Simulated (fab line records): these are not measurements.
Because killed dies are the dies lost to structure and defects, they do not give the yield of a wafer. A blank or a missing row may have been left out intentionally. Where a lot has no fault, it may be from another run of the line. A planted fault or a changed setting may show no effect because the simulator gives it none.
Which of the tools did it?	flow n5Finfet	11 lots (33 wafers sampled), 1 step of a 1938-step route

## WHAT THE GAUGES SHOWED, per wafer
N5_BEOL_M13_RS_MEAS_54: uses a four-point probe to measure.
lot	measured	on	M13_RS (ohm/sq)
L515	day 13 01:59	filmMetro-01	0.0444 0.0445 0.0446
L514	day 13 03:11	filmMetro-02	0.0446 0.0446 0.0461
L517	day 13 23:09	filmMetro-02	0.0449 0.0450 0.0450
L521	day 14 12:41	filmMetro-02	0.0444 0.0456 0.0461
L528	day 16 13:35	filmMetro-01	0.0450 0.0446 0.0442
L525	day 16 16:10	filmMetro-01	0.0450 0.0446 0.0448
L533	day 16 23:04	filmMetro-01	0.0447 0.0459 0.0458
L532	day 17 20:46	filmMetro-01	0.0437 0.0436 0.0444
L534	day 18 00:01	filmMetro-01	0.0448 0.0448 0.0445
L535	day 18 14:08	filmMetro-01	0.0447 0.0446 0.0448
L537	day 19 12:18	filmMetro-01	0.0447 0.0444 0.0449

## WHAT TOOL EACH LOT RAN ON (gives the tool, then ch and the chambers of the sampled wafers, and finally the start)
There is no process step in the record ahead of these readings.

## THE ANSWER, worked out from the rows above alone
Rule: the lots themselves supply what counts as usual. The widest of any qualifying gaps counts: lots, ordered by their means at a reading, are off when they make up no more than a third of the lots, leave a main group of 4 or more, and stand apart from it by 3 or more times the standard deviation of that group's means. If all means in a main group match to the digits the tables above print for the reading, that group is not used. A lot without any number at a reading at which 4 lots or more have one is off too. Where the step has rows for the other lots, those lots are counted as sound.
Across all readings shown, no lot is off: no conclusion can be drawn from this.

## WHAT WAS PUT IN BY THE SIMULATOR
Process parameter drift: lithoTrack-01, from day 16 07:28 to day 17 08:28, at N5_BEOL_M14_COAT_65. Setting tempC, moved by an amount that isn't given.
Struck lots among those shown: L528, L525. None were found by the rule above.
